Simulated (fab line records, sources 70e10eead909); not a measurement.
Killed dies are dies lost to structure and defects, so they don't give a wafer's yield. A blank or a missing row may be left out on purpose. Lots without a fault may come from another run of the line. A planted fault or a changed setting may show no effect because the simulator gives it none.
Chamber matching | flow nand_harc | NHARC_P_ZERO_WELL_DESCUM_26 on rie_diel-13: 4 sister chambers
The step chemistry O2, time 3 s. 4 wafers are shown with their chamber, then 7 later ones without.

WAFERS WITH THEIR CHAMBER
wafer  | chamber | drypump_motor_current_A (A)
L312.4 | 2       | 5.4
L316.1 | 1       | 6.5
L324.1 | 0       | 5.9
L324.3 | 3       | 5.9

WAFERS WITHOUT THEIR CHAMBER
wafer  | drypump_motor_current_A (A)
L324.6 | 5.4
L327.1 | 6.0
L327.2 | 5.9
L327.3 | 6.5
L329.1 | 6.5
L329.4 | 5.8
L329.5 | 5.9

WHICH CHAMBER EACH WENT THROUGH
wafer  | from the rows above     | in truth
L324.6 | 2                       | 2
L327.1 | can't be placed: 0 or 3 | 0
L327.2 | can't be placed: 0 or 3 | 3
L327.3 | 1                       | 1
L329.1 | 1                       | 1
L329.4 | can't be placed: 0 or 3 | 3
L329.5 | can't be placed: 0 or 3 | 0
Placed correctly: 3 of 7. Can't be placed from these rows: 4 (the true chamber is among the candidates in 4). Placed wrongly: 0.
How it was worked out, from the rows above alone: a wafer's distance from a chamber is the root of the sum, over the readings, of the square of ((its reading less the chamber's mean) divided by the reading's scatter). The wafer belongs to the nearest chamber; if the next one is less than 2 further off, it can't be placed. A chamber's mean is the mean of its shown wafers. The scatter: with one shown wafer a chamber, the root of the mean of the squares of how far each hidden wafer lies from its nearest shown one.
